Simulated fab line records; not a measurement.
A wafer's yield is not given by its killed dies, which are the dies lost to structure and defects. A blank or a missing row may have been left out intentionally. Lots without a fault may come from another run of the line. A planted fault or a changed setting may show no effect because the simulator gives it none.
Matching of chambers -- flow nand_harc -- NHARC_A_WL_FILL_ALD_02 on ald_metal-03 has 4 sister chambers
The step deposits TiN, target thk 2 nm, pulse time 3 s, ald cycles 100. 4 wafers are shown with their chamber, then 8 later ones without.

== WAFERS, EACH WITH ITS CHAMBER ==
wafer,chamber,heater_power_w (W)
L078.6,2,1131
L089.5,0,1224
L089.6,3,1155
L087.4,1,1199

== WAFERS WITHOUT THEIR CHAMBER ==
wafer,heater_power_w (W)
L087.5,1221
L087.6,1152
L087.1,1198
L087.2,1183
L087.3,1177
L094.1,1234
L094.2,1181
L094.3,1136

== WHICH CHAMBER EACH ONE RAN IN ==
wafer,from the rows above,in truth
L087.5,can't be placed: 0 or 1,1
L087.6,can't be placed: 3 or 2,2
L087.1,1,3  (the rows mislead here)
L087.2,can't be placed: 1 or 3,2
L087.3,can't be placed: 1 or 3 or 2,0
L094.1,0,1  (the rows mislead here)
L094.2,can't be placed: 1 or 3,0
L094.3,can't be placed: 2 or 3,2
0 of 8 placed correctly. Unplaceable from these rows: 6, with the true chamber sitting among the candidates in 3. Number placed wrongly: 2.
How it was worked out, from the rows above alone: a wafer's distance from a chamber is the root of the sum, over the readings, of the square of ((its reading less the chamber's mean) divided by the reading's scatter). The wafer belongs to the nearest chamber; if the next one is less than 2 further off, it can't be placed. The mean given for a chamber averages the wafers shown for that chamber. The scatter (one wafer shown for each chamber): square how far every hidden wafer sits from the nearest shown wafer, average those squares and take the square root.
